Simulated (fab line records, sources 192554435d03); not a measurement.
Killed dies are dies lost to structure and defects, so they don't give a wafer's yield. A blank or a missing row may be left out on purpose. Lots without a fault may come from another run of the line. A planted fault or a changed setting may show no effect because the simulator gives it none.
fab line records | flow n5_finfet
record lots=9 wafers=26 last_day=19
route steps=1938 shown GATE_CUT@514 MOL_CONTACT_COAG@530 BEOL_M4@1111
lots that met no fault: from a run of the same line without faults
start_h: hours from the record's first day to the start of the lot's first wafer shown | wait_h: hours since the lot's step before | " the same as in the row above | L1.1+2: a row that stands for several wafers | - no value, or no start given | * or withheld: withheld | < > ~ a bound
route shown NAME@n: a module of which the file shows steps, and the number in the route of the first | usual: mean/standard deviation of fault-free wafers | same: alike in all rows | chamber/n: place in a boat | sites: the reading at each site | _std_site: their standard deviation | _edge_site: outer sites' mean less inner sites' | radius_mm: how far each site lies from the wafer's centre | mask NAME#n: copy n | behind: the tool/chamber that last shaped the wafer | hold: why the lot was held/for how many hours/how that ended | device: the transistor (n, p or np) that didn't switch | end of line: the same wafers' tests at the end of the route | a step without rows: its recipe alone | killed: dies lost to structure and defects at the first sort, not the wafer's yield | map: a wafer's dies, x killed, . not, _ none there
set.NAME: the setting as run; set.NAME@STEP: as run at that earlier step | model.NAME: the simulator's own value behind a step, which no gauge read
steps of the route over a sample of lots; a table a step, a row a wafer
services: from which hour (start_h, from the record's first day; less than 0 if before it) a tool's chamber was out of use, for how many hours, and why
## steps
# step N5_GATE_CUT_CMP_61
# recipe stop_on=SiNx t_overpolish_s=3 post_cmp_clean=alkaline_brush down_force_psi=4 platen_rpm=27.09 pad_velocity_m_s=0.539
# usual motor_current_A=12.2/1.4 pad_life_wafers=1272/480
# columns lot.wafer tool chamber start_h wait_h motor_current_A pad_life_wafers
L928.1 cmp-03 2 111.09 0.4 12.7 1182
L928.3 " 3 " " 12.8 1183
L928.4 " 1 " " 9.6 1185
L927.2 cmp-02 2 111.24 0.3 11.6 265
L927.6 " 2 " " 12.4 -
L931.1 cmp-03 0 130.66 0.4 14.6 1344
L931.2 " 1 " " 10.1 1345
L931.5 " 0 " " 15.1 -
L941.4 cmp-01 2 190.21 0.4 11.4 1734
L941.1 " 3 " " 11.2 1735
L941.6 " 3 " " 11.1 -
L942.2 cmp-01 0 195.58 0.3 14.6 1765
L942.3 " 1 " " 13.0 1766
L942.6 " 3 " " 11.3 -
L944.1 cmp-02 2 204.54 0.4 12.0 996
L944.2 " 0 " " 10.4 998
L944.5 " 2 " " 12.6 -
L945.4 cmp-02 1 210.97 0.4 10.7 1050
L945.1 " 0 " " 10.2 1053
L945.6 " 2 " " 12.5 -
L946.4 cmp-01 0 216.83 0.4 13.7 1968
L946.1 " 1 " " 12.8 1969
L946.3 " 2 " " 10.6 1970
L947.1 cmp-01 3 228.47 0.3 11.5 2084
L947.3 " 0 " " 14.4 2085
L947.6 " 2 " " 11.2 -
# step N5_MOL_CONTACT_COAG_ETCH_59
# recipe chemistry=N2/H2 target=underlayer target_depth_a=130 mask_material=CAR-EUV time_s=10.4 ion_energy_ev=200 pressure_mtorr=30 source_w=840 bias_w=150 n2_flow_sccm=200 h2_flow_sccm=200 ends=cleared
# usual bias_w=150.0/0.43 drypump_motor_current_A=5.7/0.48 etch_rf_on_time_s=10.43/0.21 n2_flow_sccm=200.1/0.59 oes_product_au=0.67/0.083 rf_vpp_V=524.8/2 showerhead_plenum_p_Torr=2.57/0.065 throttle_valve_pct=17.85/0.19
# columns lot.wafer tool chamber start_h wait_h bias_w drypump_motor_current_A etch_rf_on_time_s n2_flow_sccm oes_product_au rf_hours_counter_h rf_vpp_V showerhead_plenum_p_Torr throttle_valve_pct
L928.1 rie_diel-05 1 111.90 0.0 150.0 5.4 10.19 200.1 0.65 149 524.5 2.54 18.03
L928.3 " 3 " " 150.7 5.4 9.95 201.3 0.80 9 527.1 2.61 17.80
L928.4 " 2 " " 150.3 5.5 10.67 199.9 0.60 194 522.0 2.53 17.84
L927.2 rie_diel-02 0 112.07 0.0 150.1 5.2 10.48 200.5 0.61 206 527.6 2.61 18.10
L927.6 " 3 " " 150.0 6.4 10.63 199.4 0.58 - 521.2 2.37 17.91
L931.1 rie_diel-06 3 131.47 0.0 150.9 5.8 10.48 200.1 0.63 162 523.6 2.52 17.76
L931.2 " 1 " " 150.1 5.7 10.17 200.7 0.76 26 525.5 2.62 17.73
L931.5 " 1 " " 150.2 5.7 10.20 200.3 0.75 - 525.4 2.62 17.71
L941.1 rie_diel-05 1 191.17 0.0 151.0 5.4 10.29 198.8 0.64 175 522.5 2.53 18.07
L941.4 " 0 " " 150.2 6.2 10.54 200.5 0.60 173 523.3 2.52 18.02
L941.6 " 0 " " 150.3 6.2 10.52 200.7 0.61 - 523.7 2.52 18.03
L942.2 rie_diel-02 2 196.60 0.0 150.6 5.8 10.48 201.5 0.72 50 525.8 2.58 17.78
L942.3 " 1 " " 150.1 5.0 10.76 200.1 0.58 230 522.2 2.50 17.91
L942.6 " 3 " " 150.3 6.4 10.21 200.2 0.79 - 527.9 2.68 17.47
L944.1 rie_diel-02 2 205.36 0.0 149.6 5.8 10.55 199.8 0.72 54 525.0 2.58 17.81
L944.2 " 0 " " 150.7 5.2 10.36 199.3 0.60 233 525.2 2.60 18.15
L944.5 " 1 " " 150.4 5.0 10.76 199.8 0.58 - 521.5 2.50 17.92
L945.1 rie_diel-02 1 211.66 0.0 150.3 5.0 10.90 200.3 0.58 234 522.7 2.50 17.92
L945.4 " 3 " " 150.1 6.4 10.29 200.1 0.78 25 529.1 2.68 17.46
L945.6 " 0 " " 150.3 5.2 10.48 199.2 0.59 - 526.3 2.60 18.16
L946.1 rie_diel-06 3 217.63 0.0 150.3 5.8 10.40 200.5 0.62 188 523.9 2.51 17.80
L946.3 " 0 " " 150.1 5.9 10.30 199.6 0.75 45 527.0 2.57 17.86
L946.4 " 1 " " 149.7 5.7 10.34 199.7 0.73 49 525.0 2.61 17.73
L947.1 rie_diel-02 3 229.32 0.0 150.7 6.4 10.25 199.3 0.76 33 526.3 2.68 17.49
L947.3 " 0 " " 150.7 5.2 10.43 201.2 0.59 243 524.4 2.60 18.17
L947.6 " 3 " " 150.3 6.4 10.22 199.8 0.76 - 527.8 2.68 17.46
# step N5_MOL_CONTACT_COAG_ETCH_15
# recipe chemistry=CH3F/O2 target=SiNx target_depth_a=70 mask_material=SOC stop_on=Si:P over_etch_frac=0.75 ion_energy_ev=120 pressure_mtorr=30 source_w=395 bias_w=73 Ar_flow_sccm=150 CH3F_flow_sccm=30 O2_flow_sccm=20
# usual bias_w=72.99/0.2 drypump_motor_current_A=5.6/0.48 oes_product_au=0.57/0.067 rf_vpp_V=295/4.5 showerhead_plenum_p_Torr=2.02/0.048 throttle_valve_pct=16.35/0.2
# columns lot.wafer tool chamber start_h wait_h bias_w drypump_motor_current_A oes_product_au rf_hours_counter_h rf_vpp_V showerhead_plenum_p_Torr throttle_valve_pct
L928.1 rie_diel-05 1 112.09 0.0 73.04 5.4 0.55 149 295 1.98 16.43
L928.3 " 3 " " 73.14 5.3 0.68 9 291 2.04 16.05
L928.4 " 2 " " 72.84 5.5 0.52 194 299 1.99 16.38
L927.2 rie_diel-02 0 112.25 0.0 73.20 5.2 0.52 206 291 2.06 16.60
L927.6 " 3 " " 73.23 6.3 0.50 - 294 1.87 16.57
L931.1 rie_diel-06 3 131.66 0.0 73.13 5.8 0.54 162 288 1.99 16.37
L931.2 " 1 " " 73.06 5.7 0.64 26 295 2.05 16.05
L931.5 " 1 " " 73.25 5.7 0.64 - 295 2.04 16.06
L941.1 rie_diel-05 1 191.36 0.0 73.00 5.4 0.53 175 295 1.97 16.50
L941.4 " 0 " " 73.48 6.2 0.53 173 298 1.99 16.56
L941.6 " 0 " " 73.01 6.2 0.53 - 298 1.99 16.54
L942.2 rie_diel-02 2 196.78 0.0 73.04 5.8 0.62 50 288 2.02 16.21
L942.3 " 1 " " 72.62 4.9 0.51 230 294 1.98 16.48
L942.6 " 3 " " 72.87 6.4 0.66 - 298 2.11 16.10
L944.1 rie_diel-02 2 205.54 0.0 73.09 5.8 0.62 54 290 2.02 16.21
L944.2 " 0 " " 73.17 5.2 0.51 233 293 2.05 16.66
L944.5 " 1 " " 73.04 5.0 0.51 - 295 1.98 16.49
L945.1 rie_diel-02 1 211.84 0.0 72.97 5.0 0.51 234 295 1.98 16.49
L945.4 " 3 " " 73.34 6.4 0.65 25 299 2.11 16.11
L945.6 " 0 " " 72.88 5.2 0.51 - 291 2.05 16.66
L946.1 rie_diel-06 3 217.81 0.0 73.03 5.8 0.52 188 290 1.98 16.44
L946.3 " 0 " " 72.79 5.8 0.64 45 301 2.02 16.20
L946.4 " 1 " " 72.97 5.8 0.62 49 295 2.04 16.10
L947.1 rie_diel-02 3 229.50 0.0 73.22 6.3 0.64 33 300 2.11 16.12
L947.3 " 0 " " 73.45 5.2 0.50 243 293 2.04 16.67
L947.6 " 3 " " 72.99 6.4 0.65 - 298 2.10 16.13
# step N5_MOL_CONTACT_COAG_ALD_20
# recipe material=TiN target_thk_a=15 temp_c=400 ald_precursor_family=TiCl4 ald_co_reactant=NH3 pulse_time_s=1 purge_time_s=3 co_reactant_purge_time_s=2 co_reactant_pulse_time_s=2 ald_cycles=68 pressure_torr=3
# usual heater_power_w=819/86 precursor_pulse_height_rel=0.999/0.021 susceptor_temp_C=399.98/0.24
# same co_reactant_pulse_time_s=2
# columns lot.wafer tool chamber start_h wait_h heater_power_w precursor_pulse_height_rel susceptor_temp_C
L928.1 ald_metal-04 2 114.04 0.1 854 0.997 400.10
L928.3 " 0 " " 926 1.021 400.11
L928.4 " 3 " " 711 1.005 400.12
L927.2 ald_metal-02 2 114.24 0.1 737 1.015 400.40
L927.6 " 1 " " 869 0.981 400.05
L931.1 ald_metal-01 1 132.44 0.1 621 1.021 387.59
L931.2 " 0 " " 799 0.994 400.13
L931.5 " 2 " " 887 1.032 399.72
L941.1 ald_metal-01 3 193.35 0.1 880 0.993 399.71
L941.4 " 3 " " 871 1.004 399.86
L941.6 " 1 " " 685 0.999 400.36
L942.2 ald_metal-01 2 197.57 0.1 879 0.991 399.89
L942.3 " 3 " " 872 0.973 399.72
L942.6 " 0 " " 803 0.987 399.79
L944.1 ald_metal-02 1 206.49 0.1 858 1.011 399.45
L944.2 " 3 " " 774 1.003 400.22
L944.5 " 1 " " 806 1.002 399.88
L945.1 ald_metal-01 2 213.14 0.1 912 0.960 400.34
L945.4 " 1 " " 674 1.006 399.70
L945.6 " 2 " " 903 0.986 400.21
L946.1 ald_metal-01 3 218.69 0.2 835 0.987 400.11
L946.3 " 1 " " 667 1.018 399.42
L946.4 " 0 " " 789 0.981 399.87
L947.1 ald_metal-01 0 231.67 0.1 805 1.032 400.06
L947.3 " 1 " " 660 1.006 399.83
L947.6 " 3 " " 869 0.995 399.77
# step N5_BEOL_M4_RC_MEAS_101
# usual DIBL_N=36.0/1.6 DIBL_P=35.8/2 IOFF_N=0.152/0.03 IOFF_P=0.20/0.031 ION_N=670/12 ION_P=459/7.4 SS_N=71.5/0.56 SS_P=73.2/0.64 VT_N=251/3.5 VT_P=-252/3.3
# columns lot.wafer tool chamber start_h wait_h DIBL_N[mV/V] DIBL_P[mV/V] IOFF_N[nA/um] IOFF_P[nA/um] ION_N[uA/um] ION_P[uA/um] SS_N[mV/dec] SS_P[mV/dec] VT_N[mV] VT_P[mV]
L927.2 prober-01 0 214.81 0.2 36.7 37.3 0.176 0.21 670 452 71.8 73.2 251 -251
L927.6 " 0 " " 35.8 35.5 0.165 0.19 667 456 71.8 73.5 247 -254
L928.1 prober-01 0 219.21 0.0 37.4 36.7 0.151 0.20 674 461 71.8 73.6 253 -252
L928.3 " 0 " " 35.9 35.6 0.125 0.18 656 455 71.3 73.2 255 -250
L928.4 " 0 " " 37.2 37.0 0.155 0.20 680 463 72.1 73.6 250 -253
L931.1 prober-01 0 241.38 0.0 33.4 30.6 0.099 0.15 645 449 70.3 71.7 256 -254
L931.2 " 0 " " 34.5 33.8 0.123 0.19 671 467 70.3 72.5 252 -251
L931.5 " 0 " " 36.9 35.4 0.152 0.20 662 460 72.2 73.3 249 -249
L941.1 prober-02 0 291.84 0.0 36.2 34.5 0.148 0.18 684 464 71.2 72.7 248 -255
L941.4 " 0 " " 37.3 34.6 0.146 0.17 674 447 71.6 72.7 254 -255
L941.6 " 0 " " 34.6 32.2 0.120 0.16 660 449 70.6 72.4 253 -256
L942.2 prober-02 0 294.19 0.2 35.6 35.8 0.151 0.20 687 469 71.3 73.7 250 -250
L942.3 " 0 " " 35.3 35.7 0.146 0.20 674 461 70.9 73.4 248 -251
L942.6 " 0 " " 36.1 35.7 0.150 0.20 673 459 71.2 72.6 249 -249
L945.1 prober-02 0 315.94 0.0 35.4 35.1 0.126 0.16 651 441 71.2 72.9 253 -254
L945.4 " 0 " " 35.7 37.0 0.139 0.18 671 461 71.3 73.1 253 -252
L945.6 " 0 " " 38.8 40.0 0.190 0.23 671 449 72.2 74.8 247 -251
L944.1 prober-02 0 328.96 0.0 35.5 33.7 0.136 0.21 674 473 70.9 72.8 254 -250
L944.2 " 0 " " 36.1 34.1 0.144 0.21 661 459 71.4 73.5 251 -246
L944.5 " 0 " " 35.4 33.8 0.135 0.20 664 459 71.3 73.4 251 -247
L946.1 prober-01 0 342.77 0.0 35.3 36.1 0.156 0.23 681 467 71.0 73.7 248 -249
L946.3 " 0 " " 35.7 36.1 0.171 0.22 677 468 71.2 74.0 249 -250
L946.4 " 0 " " 37.0 37.1 0.177 0.23 676 465 71.9 74.4 251 -250
L947.1 prober-02 0 347.34 0.0 34.3 34.4 0.129 0.17 655 454 70.4 72.7 250 -253
L947.3 " 0 " " 31.8 30.1 0.087 0.11 632 435 71.7 71.6 259 -261
L947.6 " 0 " " 33.2 32.1 0.113 0.14 658 449 71.2 72.2 255 -258
## services
# columns tool chamber start_h hours kind
cmp-02 - 94.97 13.4 pm
rie_diel-02 2 98.10 16.2 repair
rie_diel-02 3 114.42 - clean
rie_diel-02 3 114.42 - consumable_replace:focus_ring
rie_diel-02 3 114.42 - consumable_replace:showerhead
cmp-02 - 115.04 3.9 repair
ald_metal-04 - 115.64 0.8 repair
rie_diel-05 3 118.81 5.5 repair
cmp-01 - 131.64 5.3 pm
ald_metal-02 3 143.51 13.5 repair
rie_diel-02 0 153.84 5.9 repair
rie_diel-02 1 156.34 5.9 repair
ald_metal-02 - 159.49 8.7 pm
ald_metal-01 0 184.23 9.4 repair
rie_diel-02 0 190.66 4.0 repair
ald_metal-04 - 200.56 1.5 repair
ald_metal-01 - 203.04 8.7 pm
cmp-03 - 205.77 5.1 pm
cmp-03 - 211.24 3.4 pm
rie_diel-02 2 212.97 7.8 repair
cmp-03 - 215.43 0.8 repair
cmp-03 - 216.23 10.9 pm
ald_metal-01 2 219.39 22.7 repair
cmp-03 - 230.18 2.7 repair
## key
first_sign step=N5_MOL_CONTACT_COAG_ALD_20 reading=susceptor_temp_C direction=down sigmas=53 usual=* struck=*
effect none on later readings
met_at N5_MOL_CONTACT_COAG_ALD_20
struck_lots L931
struck_wafers L931.1
not_acting_at N5_GATE_CUT_CMP_61,N5_MOL_CONTACT_COAG_ETCH_59,N5_MOL_CONTACT_COAG_ETCH_15
fault kind=process_parameter_drift tool=ald_metal-01 chamber=1 onset_h=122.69 steps=N5_MOL_CONTACT_COAG_ALD_20 channel=temp_c offset=* shape=step end_h=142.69 acts_in=* stated=*
